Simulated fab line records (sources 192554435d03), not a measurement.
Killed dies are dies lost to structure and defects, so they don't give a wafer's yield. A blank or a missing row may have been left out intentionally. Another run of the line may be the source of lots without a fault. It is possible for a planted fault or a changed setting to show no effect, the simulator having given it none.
Chamber matching + flow n5_finfet + rie_diel-01 running N5_BEOL_M12_ETCH_67: 4 sister chambers
The step etches SiARC in CF4, target depth 143 nm, time 238.3 s. 7 wafers are shown with their chamber, then 7 later ones without.

== WAFERS, EACH WITH ITS CHAMBER ==
| wafer  | chamber | showerhead_plenum_p_Torr (Torr) | drypump_motor_current_A (A) |
|--------|---------|---------------------------------|-----------------------------|
| L075.4 | 3       | 2.20                            | 5.7                         |
| L081.3 | 1       | 2.03                            | 5.7                         |
| L083.1 | 2       | 2.28                            | 5.0                         |
| L083.2 | 0       | 2.17                            | 6.5                         |
| L083.5 | 1       | 2.03                            | 5.7                         |
| L088.1 | 2       | 2.27                            | 5.1                         |
| L088.3 | 0       | 2.16                            | 6.5                         |

== WAFERS WHOSE CHAMBER IS MISSING ==
| wafer  | showerhead_plenum_p_Torr (Torr) | drypump_motor_current_A (A) |
|--------|---------------------------------|-----------------------------|
| L088.6 | 2.27                            | 5.1                         |
| L093.1 | 2.28                            | 5.7                         |
| L093.5 | 2.28                            | 5.7                         |
| L093.6 | 2.27                            | 5.0                         |
| L094.2 | 2.19                            | 5.7                         |
| L094.4 | 2.27                            | 5.0                         |
| L094.6 | 2.16                            | 6.5                         |

== WHICH CHAMBER EACH ONE RAN IN ==
| wafer  | from the rows above | in truth                   |
|--------|---------------------|----------------------------|
| L088.6 | 2                   | 2                          |
| L093.1 | 3                   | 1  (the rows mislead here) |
| L093.5 | 3                   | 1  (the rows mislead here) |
| L093.6 | 2                   | 2                          |
| L094.2 | 3                   | 3                          |
| L094.4 | 2                   | 2                          |
| L094.6 | 0                   | 0                          |
Correctly placed: 5 of 7. Not placeable from these rows: 0. Placed wrongly: 2.
How it was worked out, from the rows above alone: a wafer's distance from a chamber is the root of the sum, over the readings, of the square of ((its reading less the chamber's mean) divided by the reading's scatter). The wafer belongs to the nearest chamber; if the next one is less than 2 further off, it can't be placed. The mean given for a chamber averages the wafers shown for that chamber. The scatter is the square root of a quotient: the sum, over the shown wafers, of each reading's squared deviation from its chamber's mean, divided by wafers minus chambers.
